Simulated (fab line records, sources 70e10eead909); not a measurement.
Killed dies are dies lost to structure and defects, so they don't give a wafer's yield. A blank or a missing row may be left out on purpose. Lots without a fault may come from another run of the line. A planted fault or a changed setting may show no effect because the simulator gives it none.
A struck lot beside a sound one | flow nand_harc | 18 steps out of a route of 1159
Sound: wafers L968.1, L968.4, L968.6. Struck: wafers L982.1, L982.5, L982.6. The cause comes at the end.
At each step with rows: each side's tool, then ch and its chambers, then its first start. Under that, the readings that differ: sound wafers | struck wafers | difference of the means | sigmas: that difference in standard deviations of wafers without a fault.
alike: readings whose means differ by less than 2 such deviations, and words and numbers that are the same on both sides. not compared: withheld readings, readings that some wafer has no value for, bounds like >300 that may hide the same value, and numbers for which the record gives no deviation and whose values overlap.
The two part at a step that has a row with sigmas, a row that says differs or no value, or rows on one side only. Numbers that don't overlap but have no deviation are shown without sigmas and don't part them. A reading that every wafer of one side lacks parts them only if that side has two wafers or more.

NHARC_P_GATE_CD_MEAS_59: target cd 720 nm.
  sound on cd_sem-01 ch 0, day 5 04:19; struck on cd_sem-01 ch 0, day 8 22:36
  alike: cd_nm
then, 1 step without rows for these wafers: NHARC_P_GATE_HARDBAKE_60 (time 80 s).
NHARC_P_GATE_DESCUM_61: chemistry O2, time 3 s.
  sound on rie_diel-08 ch 0,1,2, day 5 04:30; struck on rie_diel-05 ch 0,3, day 8 22:47
  alike: drypump_motor_current_A, oes_product_au, rf_vpp_V, showerhead_plenum_p_Torr, throttle_valve_pct
  not compared: rf_hours_counter_h
then, 1 step without rows for these wafers: NHARC_P_GATE_IMPLANT_62.
NHARC_P_GATE_STRIP_112: strips in N2/H2, time 200 s.
  sound on plasma_asher-02 ch 0,1, day 5 04:58; struck on plasma_asher-01 ch 0,1, day 8 23:42
  alike: drypump_motor_current_A, heater_power_w, temp_c
  not compared: rf_hours_counter_h
NHARC_P_GATE_STRIP_76: strips in O2.
  sound on plasma_asher-02 ch 0,1, day 5 05:14; struck on plasma_asher-01 ch 0,1, day 8 23:55
  alike: drypump_motor_current_A, heater_power_w, temp_c
  not compared: rf_hours_counter_h
then, 6 steps without rows for these wafers: NHARC_P_GATE_STRIP_63 (strips in SPM, time 900 s); NHARC_P_GATE_DEHYDRATE_83 (time 120 s); NHARC_P_GATE_HMDS_84 (time 30 s); NHARC_P_GATE_COAT_85; NHARC_P_GATE_SOFTBAKE_86 (time 95 s); NHARC_P_GATE_EBR_87.
NHARC_P_GATE_EXPOSE_88: exposes mask P HVN, target cd 2000 nm.
  sound on krf_scanner-04 ch 0, day 5 06:00; struck on krf_scanner-01 ch 0, day 9 00:40
  reading              | sound                   | struck                  | difference | sigmas
  mask                 | P_HVN#0 P_HVN#0 P_HVN#0 | P_PSD#0 P_PSD#0 P_PSD#0 | differs    |
  exposure_dose_mJ_cm2 | 11.857 11.848 11.855    | 11.884 11.879 11.892    | +0.032     | +3
then, 2 steps without rows for these wafers: NHARC_P_GATE_PEB_89 (peb time 85 s); NHARC_P_GATE_DEVELOP_90 (time 70 s).
NHARC_P_GATE_CD_MEAS_91: target cd 2000 nm.
  sound on cd_sem-02 ch 0, day 5 06:10; struck on cd_sem-03 ch 0, day 9 00:50
  reading    | sound                | struck | difference                    | sigmas
  cd_nm (nm) | 1998.3 1998.7 2001.5 | - - -  | no value on the struck wafers |
then, 1 step without rows for these wafers: NHARC_P_GATE_HARDBAKE_92 (time 80 s).
-- the record jumps here: 13 days lie between the struck wafers' starts before and after (it left off in module P_GATE and takes up again in module END, whose first step shown is number 1159 of the route) --
NHARC_END_SORT_01:
  the record has rows for the struck wafers here (prober-02 ch 0, day 22 08:50) and none for the sound ones

WHERE THEY PART
First at NHARC_P_GATE_EXPOSE_88; last, within this record, at NHARC_END_SORT_01.

WHY: what the simulator had put in
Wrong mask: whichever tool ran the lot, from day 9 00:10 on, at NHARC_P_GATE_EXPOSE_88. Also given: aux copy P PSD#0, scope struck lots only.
